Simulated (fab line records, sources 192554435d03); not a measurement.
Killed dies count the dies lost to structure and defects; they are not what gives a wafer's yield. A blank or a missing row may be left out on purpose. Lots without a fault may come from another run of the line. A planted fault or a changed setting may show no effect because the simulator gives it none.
The tool behind it: which one?	flow n5_finfet	22 lots, 66 wafers sampled, at 6 steps of a route of 1938

## WHAT EACH GAUGE READ, for each wafer
Not one reading of a measure or inspect step in the record can be checked against a usual standard deviation.

## TOOL THAT RAN EACH LOT (tool first, then ch and the chambers of the sampled wafers, then the start)
lot	N5_BEOL_M5_STRIP_19	N5_BEOL_M5_ETCH_75	N5_BEOL_M5_ETCH_67	N5_BEOL_M5_ETCH_41	N5_BEOL_M5_ANNEAL_84	N5_BEOL_M6_CURE_74
L074	rie_diel-03 ch 0,2, day 7 22:48	rie_diel-03 ch 1,3, day 8 01:07	rie_diel-03 ch 1,3, day 8 01:08	rie_diel-03 ch 1,3, day 8 05:23 or earlier	pvd_sputter-03, day 8 05:23	uv_cure-03 ch 0, day 8 09:01
L075	rie_diel-01 ch 0,1,3, day 8 17:56	rie_diel-03 ch 1,2,3, day 8 18:40	rie_diel-03 ch 1,2,3, day 8 18:41	rie_diel-03 ch 1,2,3, day 8 23:25 or earlier	pvd_sputter-02, day 8 23:25	uv_cure-03 ch 1, day 9 02:42
L077	rie_diel-01 ch 0,1,2, day 9 00:41	rie_diel-05 ch 0,2, day 9 02:11	rie_diel-05 ch 0,2, day 9 02:13	rie_diel-05 ch 0,2, day 9 06:28 or earlier	pvd_sputter-03, day 9 06:28	uv_cure-01 ch 0, day 9 09:49
L076	rie_diel-03 ch 0,2,3, day 9 00:56	rie_diel-01 ch 1,2,3, day 9 02:22	rie_diel-01 ch 1,2,3, day 9 02:23	rie_diel-01 ch 1,2,3, day 9 06:20 or earlier	pvd_sputter-01, day 9 06:20	uv_cure-03 ch 2, day 9 09:51
L079	rie_diel-03 ch 0,1, day 9 09:51	rie_diel-01 ch 0,1,2, day 9 10:23	rie_diel-01 ch 0,1,2, day 9 10:25	rie_diel-01 ch 0,1,2, day 9 15:17 or earlier	pvd_sputter-01, day 9 15:17	uv_cure-02 ch 2, day 9 18:34
L081	rie_diel-05 ch 0,1, day 9 10:35	rie_diel-01 ch 0,1, day 9 13:16	rie_diel-01 ch 0,1, day 9 13:17	rie_diel-01 ch 0,1, day 9 17:39 or earlier	pvd_sputter-03, day 9 17:39	uv_cure-01 ch 2, day 9 21:01
L082	rie_diel-05 ch 0,2, day 10 02:29	rie_diel-03 ch 1,2,3, day 10 03:10	rie_diel-03 ch 1,2,3, day 10 03:11	rie_diel-03 ch 1,2,3, day 10 09:20 or earlier	pvd_sputter-01, day 10 09:20	uv_cure-03 ch 1, day 10 12:50
L083	rie_diel-01 ch 2,3, day 10 05:10	rie_diel-05 ch 0,2, day 10 08:38	rie_diel-05 ch 0,2, day 10 08:39	rie_diel-05 ch 0,2, day 10 12:45 or earlier	pvd_sputter-02, day 10 12:45	uv_cure-01 ch 0, day 10 16:28
L084	rie_diel-05 ch 1,3, day 10 22:49	rie_diel-03 ch 1,2, day 11 01:38	rie_diel-03 ch 1,2, day 11 01:39	rie_diel-03 ch 1,2, day 11 06:53 or earlier	pvd_sputter-02, day 11 06:53	uv_cure-03 ch 2, day 11 10:30
L085	rie_diel-01 ch 0,2,3, day 10 23:28	rie_diel-05 ch 0,1, day 11 01:25	rie_diel-05 ch 0,1, day 11 01:26	rie_diel-05 ch 0,1, day 11 05:55 or earlier	pvd_sputter-03, day 11 05:55	uv_cure-03 ch 2, day 11 09:16
L088	rie_diel-01 ch 0,2,3, day 11 05:51	rie_diel-01 ch 0,2,3, day 11 06:32	rie_diel-01 ch 0,2,3, day 11 06:34	rie_diel-01 ch 0,2,3, day 11 10:39 or earlier	pvd_sputter-01, day 11 10:39	uv_cure-02 ch 1, day 11 14:26
L086	rie_diel-01 ch 0,2,3, day 11 06:17	rie_diel-01 ch 2,3, day 11 07:00	rie_diel-01 ch 2,3, day 11 07:01	rie_diel-01 ch 2,3, day 11 11:11 or earlier	pvd_sputter-03, day 11 11:11	uv_cure-03 ch 1, day 11 14:49
L087	rie_diel-03 ch 1,2, day 11 23:11	rie_diel-01 ch 1,2,3, day 11 23:49	rie_diel-01 ch 1,2,3, day 11 23:50	rie_diel-01 ch 1,2,3, day 12 05:20 or earlier	pvd_sputter-03, day 12 05:20	uv_cure-03 ch 1, day 12 08:36
L089	rie_diel-03 ch 2,3, day 12 03:01	rie_diel-05 ch 1,3, day 12 05:12	rie_diel-05 ch 1,3, day 12 05:13	rie_diel-05 ch 1,3, day 12 09:07 or earlier	pvd_sputter-02, day 12 09:07	uv_cure-02 ch 2, day 12 12:31
L090	rie_diel-05 ch 0,1, day 12 07:37	rie_diel-03 ch 1,2,3, day 12 10:41	rie_diel-03 ch 1,2,3, day 12 10:43	rie_diel-03 ch 1,2,3, day 12 16:39 or earlier	pvd_sputter-01, day 12 16:39	uv_cure-02 ch 2, day 12 20:24
L091	rie_diel-01 ch 0,1,2, day 12 12:20	rie_diel-05 ch 1,2, day 12 16:18	rie_diel-05 ch 1,2, day 12 16:19	rie_diel-05 ch 1,2, day 12 20:22 or earlier	pvd_sputter-03, day 12 20:22	uv_cure-01 ch 2, day 13 00:02
L092	rie_diel-05 ch 0,2,3, day 12 13:21	rie_diel-01 ch 0,1,3, day 12 16:14	rie_diel-01 ch 0,1,3, day 12 16:16	rie_diel-01 ch 0,1,3, day 12 20:07 or earlier	pvd_sputter-02, day 12 20:07	uv_cure-03 ch 0, day 12 23:23
L093	rie_diel-03 ch 1,2,3, day 12 13:32	rie_diel-03 ch 0,1, day 12 16:45	rie_diel-03 ch 0,1, day 12 16:46	rie_diel-03 ch 0,1, day 12 22:28 or earlier	pvd_sputter-01, day 12 22:28	uv_cure-03 ch 0, day 13 01:56
L094	rie_diel-03 ch 0,1,2, day 13 08:02	rie_diel-05 ch 0,3, day 13 08:56	rie_diel-05 ch 0,3, day 13 08:58	rie_diel-05 ch 0,3, day 13 14:16 or earlier	pvd_sputter-02, day 13 14:16	uv_cure-01 ch 2, day 13 17:40
L095	rie_diel-01 ch 0,1, day 13 13:26	rie_diel-05 ch 0,1, day 13 15:41	rie_diel-05 ch 0,1, day 13 15:42	rie_diel-05 ch 0,1, day 13 21:37 or earlier	pvd_sputter-01, day 13 21:37	uv_cure-02 ch 0, day 14 01:07
L096	rie_diel-05 ch 0,2, day 13 16:57	rie_diel-05 ch 1,2,3, day 13 19:11	rie_diel-05 ch 1,2,3, day 13 19:12	rie_diel-05 ch 1,2,3, day 13 23:55 or earlier	pvd_sputter-03, day 13 23:55	uv_cure-01 ch 1, day 14 03:33
L097	rie_diel-05 ch 1,2, day 13 17:28	rie_diel-05 ch 0,2,3, day 13 18:48	rie_diel-05 ch 0,2,3, day 13 18:49	rie_diel-05 ch 0,2,3, day 13 23:52 or earlier	pvd_sputter-02, day 13 23:52	uv_cure-02 ch 2, day 14 03:31
- N5_BEOL_M5_STRIP_19: strips in O2.
- N5_BEOL_M5_ETCH_75: etches underlayer in N2/H2, target depth 6.5 nm, time 5.2 s.
- N5_BEOL_M5_ETCH_67: etches SiARC in CF4, target depth 15.6 nm, time 26 s.
- N5_BEOL_M5_ETCH_41: etches SiCN in CH3F/O2, target depth 31.5 nm, time 56.7 s.
- N5_BEOL_M5_ANNEAL_84: time 1800 s.
- N5_BEOL_M6_CURE_74: cures SiCOH lowk, time 240 s.

## WHAT THE TOOLS THEMSELVES READ (means of the sampled wafers that have a number; where no wafer has one, the mark that the record gives instead)
N5_BEOL_M5_STRIP_19. Usual: drypump_motor_current_A 5.8 A, standard deviation 0.54; oes_product_au 0.80 a.u., standard deviation 0.084; rf_vpp_V 3.6 V, standard deviation 0.54; showerhead_plenum_p_Torr 2.06 Torr, standard deviation 0.052; throttle_valve_pct 16.56 %, standard deviation 0.28.
lot	tool	drypump_motor_current_A (A)	oes_product_au (a.u.)	rf_vpp_V (V)	showerhead_plenum_p_Torr (Torr)	throttle_valve_pct (%)	flag
L074	rie_diel-03	5.6	0.71	3.9	2.08	16.82	
L075	rie_diel-01	6.0	0.71	3.6	2.02	16.69	
L077	rie_diel-01	5.8	0.75	3.9	2.04	16.72	
L076	rie_diel-03	6.1	0.77	3.5	2.06	16.55	
L079	rie_diel-03	5.3	0.84	3.7	2.04	16.71	
L081	rie_diel-05	5.7	0.81	3.7	2.08	16.45	
L082	rie_diel-05	5.9	0.82	3.2	2.08	16.38	
L083	rie_diel-01	5.8	0.83	3.0	2.03	16.49	
L084	rie_diel-05	5.5	0.88	3.6	2.12	16.44	
L085	rie_diel-01	6.0	0.77	3.8	2.05	16.65	
L088	rie_diel-01	6.0	0.77	4.0	2.04	16.64	
L086	rie_diel-01	6.0	0.77	3.2	2.04	16.64	
L087	rie_diel-03	4.9	0.83	3.9	2.05	16.77	
L089	rie_diel-03	6.0	0.82	3.7	2.04	16.37	
L090	rie_diel-05	6.1	0.77	3.8	2.05	16.65	
L091	rie_diel-01	5.8	0.83	2.9	2.12	16.59	
L092	rie_diel-05	5.9	0.83	3.8	2.08	16.51	
L093	rie_diel-03	5.4	0.81	3.9	2.04	16.58	
L094	rie_diel-03	5.5	0.83	4.7	2.05	16.67	
L095	rie_diel-01	5.9	0.78	3.6	2.14	16.75	
L096	rie_diel-05	6.2	0.79	3.6	2.05	16.64	
L097	rie_diel-05	5.6	0.80	3.4	2.10	16.27	

N5_BEOL_M5_ETCH_75. Usual: drypump_motor_current_A 5.8 A, standard deviation 0.5; etch_rf_on_time_s 5.12 s, standard deviation 0.21; oes_product_au 0.69 a.u., standard deviation 0.075; rf_vpp_V 523.0 V, standard deviation 2.1; showerhead_plenum_p_Torr 2.51 Torr, standard deviation 0.064; throttle_valve_pct 17.82 %, standard deviation 0.23.
lot	tool	drypump_motor_current_A (A)	etch_rf_on_time_s (s)	oes_product_au (a.u.)	rf_vpp_V (V)	showerhead_plenum_p_Torr (Torr)	throttle_valve_pct (%)	flag
L074	rie_diel-03	5.8	4.96	0.80	523.1	2.51	17.74	
L075	rie_diel-03	5.4	4.98	0.73	522.9	2.51	17.92	
L077	rie_diel-05	6.2	5.15	0.69	524.0	2.51	17.88	
L076	rie_diel-01	5.9	5.27	0.65	521.7	2.44	17.79	
L079	rie_diel-01	5.8	5.24	0.64	521.6	2.46	17.82	
L081	rie_diel-01	5.8	5.29	0.58	520.9	2.43	17.90	
L082	rie_diel-03	5.4	4.98	0.72	522.9	2.51	17.94	
L083	rie_diel-05	5.9	5.15	0.71	522.9	2.54	17.72	
L084	rie_diel-03	5.0	5.04	0.66	523.7	2.50	18.10	
L085	rie_diel-05	6.1	5.19	0.66	522.0	2.50	17.91	
L088	rie_diel-01	6.0	5.24	0.66	522.6	2.47	17.79	
L086	rie_diel-01	5.9	5.25	0.69	523.0	2.45	17.69	
L087	rie_diel-01	5.9	5.20	0.72	524.3	2.53	17.64	
L089	rie_diel-05	5.5	4.93	0.76	525.2	2.60	17.83	
L090	rie_diel-03	5.4	4.95	0.70	523.1	2.50	17.96	
L091	rie_diel-05	5.6	5.26	0.69	524.6	2.56	17.53	
L092	rie_diel-01	6.0	5.25	0.68	524.6	2.55	17.75	
L093	rie_diel-03	5.3	5.10	0.75	521.8	2.49	17.89	
L094	rie_diel-05	5.8	4.80	0.74	523.4	2.57	18.05	
L095	rie_diel-05	5.7	5.33	0.65	522.6	2.52	17.73	
L096	rie_diel-05	5.5	5.13	0.71	524.9	2.58	17.70	
L097	rie_diel-05	5.9	5.00	0.70	522.9	2.55	17.91	

N5_BEOL_M5_ETCH_67. Usual: drypump_motor_current_A 5.8 A, standard deviation 0.5; etch_rf_on_time_s 25.6 s, standard deviation 1; oes_product_au 0.69 a.u., standard deviation 0.075; rf_vpp_V 183.6 V, standard deviation 1.1; showerhead_plenum_p_Torr 2.12 Torr, standard deviation 0.049; throttle_valve_pct 15.53 %, standard deviation 0.25.
lot	tool	drypump_motor_current_A (A)	etch_rf_on_time_s (s)	oes_product_au (a.u.)	rf_vpp_V (V)	showerhead_plenum_p_Torr (Torr)	throttle_valve_pct (%)	flag
L074	rie_diel-03	5.8	24.4	0.80	183.6	2.11	15.32	
L075	rie_diel-03	5.4	24.6	0.75	183.9	2.11	15.55	
L077	rie_diel-05	6.2	25.5	0.70	183.3	2.10	15.48	
L076	rie_diel-01	5.9	26.1	0.65	183.9	2.06	15.56	
L079	rie_diel-01	5.8	26.2	0.65	183.2	2.08	15.61	
L081	rie_diel-01	5.8	26.6	0.59	182.6	2.06	15.73	
L082	rie_diel-03	5.4	24.8	0.72	183.8	2.11	15.57	
L083	rie_diel-05	5.9	25.8	0.70	183.9	2.12	15.29	
L084	rie_diel-03	5.0	25.5	0.65	182.8	2.12	15.82	
L085	rie_diel-05	6.1	25.5	0.67	182.8	2.10	15.60	
L088	rie_diel-01	6.0	26.4	0.65	182.9	2.09	15.58	
L086	rie_diel-01	5.8	26.0	0.69	183.5	2.07	15.48	
L087	rie_diel-01	5.9	25.7	0.73	184.3	2.14	15.43	
L089	rie_diel-05	5.4	24.9	0.75	184.3	2.18	15.47	
L090	rie_diel-03	5.4	25.0	0.70	184.2	2.10	15.60	
L091	rie_diel-05	5.6	26.9	0.69	184.5	2.15	15.20	
L092	rie_diel-01	6.0	26.3	0.69	183.0	2.15	15.55	
L093	rie_diel-03	5.3	25.4	0.75	183.6	2.11	15.68	
L094	rie_diel-05	5.8	24.2	0.74	184.0	2.14	15.61	
L095	rie_diel-05	5.8	26.4	0.66	184.5	2.13	15.51	
L096	rie_diel-05	5.6	26.1	0.71	184.1	2.16	15.37	
L097	rie_diel-05	5.9	25.1	0.71	183.6	2.13	15.49	

N5_BEOL_M5_ETCH_41. Usual: drypump_motor_current_A 5.8 A, standard deviation 0.51; oes_product_au 0.81 a.u., standard deviation 0.085; rf_vpp_V 297.0 V, standard deviation 1.1; showerhead_plenum_p_Torr 1.97 Torr, standard deviation 0.049; throttle_valve_pct 16.23 %, standard deviation 0.25.
lot	tool	drypump_motor_current_A (A)	oes_product_au (a.u.)	rf_vpp_V (V)	showerhead_plenum_p_Torr (Torr)	throttle_valve_pct (%)	flag
L074	rie_diel-03	5.8	0.92	296.8	1.95	15.92	
L075	rie_diel-03	5.4	0.86	296.6	1.96	16.19	
L077	rie_diel-05	6.2	0.80	297.7	1.96	16.20	
L076	rie_diel-01	5.9	0.77	296.0	1.92	16.28	
L079	rie_diel-01	5.8	0.75	296.5	1.94	16.33	
L081	rie_diel-01	5.8	0.68	296.6	1.92	16.42	
L082	rie_diel-03	5.4	0.82	296.6	1.96	16.22	
L083	rie_diel-05	5.9	0.83	296.7	1.99	16.04	
L084	rie_diel-03	5.0	0.77	297.0	1.97	16.50	
L085	rie_diel-05	6.1	0.78	297.2	1.96	16.29	
L088	rie_diel-01	6.0	0.76	296.4	1.95	16.30	
L086	rie_diel-01	5.8	0.81	297.0	1.94	16.20	
L087	rie_diel-01	5.9	0.85	297.5	2.00	16.14	
L089	rie_diel-05	5.5	0.88	298.1	2.04	16.21	
L090	rie_diel-03	5.4	0.81	297.2	1.95	16.26	
L091	rie_diel-05	5.6	0.81	297.5	2.02	15.95	
L092	rie_diel-01	6.0	0.79	297.6	2.01	16.25	
L093	rie_diel-03	5.3	0.88	296.7	1.96	16.34	
L094	rie_diel-05	5.8	0.85	297.4	2.00	16.33	
L095	rie_diel-05	5.7	0.76	297.8	1.99	16.22	
L096	rie_diel-05	5.5	0.82	297.7	2.02	16.09	
L097	rie_diel-05	5.9	0.83	297.3	1.99	16.20	

N5_BEOL_M5_ANNEAL_84. Usual: heater_power_w at 813 W, with a standard deviation of 80.
lot	tool	heater_power_w (W)	flag
L074	pvd_sputter-03	798	
L075	pvd_sputter-02	792	
L077	pvd_sputter-03	840	
L076	pvd_sputter-01	877	
L079	pvd_sputter-01	864	
L081	pvd_sputter-03	767	
L082	pvd_sputter-01	887	
L083	pvd_sputter-02	740	
L084	pvd_sputter-02	773	
L085	pvd_sputter-03	823	
L088	pvd_sputter-01	858	
L086	pvd_sputter-03	868	
L087	pvd_sputter-03	800	
L089	pvd_sputter-02	764	
L090	pvd_sputter-01	867	
L091	pvd_sputter-03	722	
L092	pvd_sputter-02	743	
L093	pvd_sputter-01	866	
L094	pvd_sputter-02	786	
L095	pvd_sputter-01	872	
L096	pvd_sputter-03	825	
L097	pvd_sputter-02	827	

N5_BEOL_M6_CURE_74. Usual: lamp_power_pct 52.31 %, standard deviation 0.051; wafer_temp_C_max 386.8, standard deviation 0.65.
lot	tool	lamp_power_pct (%)	wafer_temp_C_max	flag
L074	uv_cure-03	52.31	386.6	
L075	uv_cure-03	52.32	387.0	
L077	uv_cure-01	52.33	386.7	
L076	uv_cure-03	52.32	386.5	
L079	uv_cure-02	52.33	386.2	
L081	uv_cure-01	52.27	386.2	
L082	uv_cure-03	52.33	387.0	
L083	uv_cure-01	52.29	386.8	
L084	uv_cure-03	52.34	386.8	
L085	uv_cure-03	52.33	386.9	
L088	uv_cure-02	52.29	387.8	
L086	uv_cure-03	52.30	386.9	
L087	uv_cure-03	52.27	386.6	
L089	uv_cure-02	52.29	385.6	
L090	uv_cure-02	52.33	385.8	
L091	uv_cure-01	52.31	386.1	
L092	uv_cure-03	52.29	387.1	
L093	uv_cure-03	52.34	387.1	
L094	uv_cure-01	52.26	386.2	
L095	uv_cure-02	52.29	386.5	
L096	uv_cure-01	52.31	387.9	
L097	uv_cure-02	52.31	386.0	

## THE ANSWER, worked out from the rows above alone
Rule: a lot counts as off when the mean over its wafers that have a number is more than 3 standard deviations away from the usual mean. Also off: a lot with no number at a reading for which 4 or more lots have one. Any other lot the step has rows for is counted as sound. The gauges are gone through in route order, then the tools' own readings, and for those a lot's mean is taken as printed above. The first step at which some lot is off is used, and at that step the reading that is off furthest; a lot without a number counts as furthest.
Across all readings shown, no lot is off: no conclusion can be drawn from this.

## WHAT THE SIMULATOR HAD PUT IN
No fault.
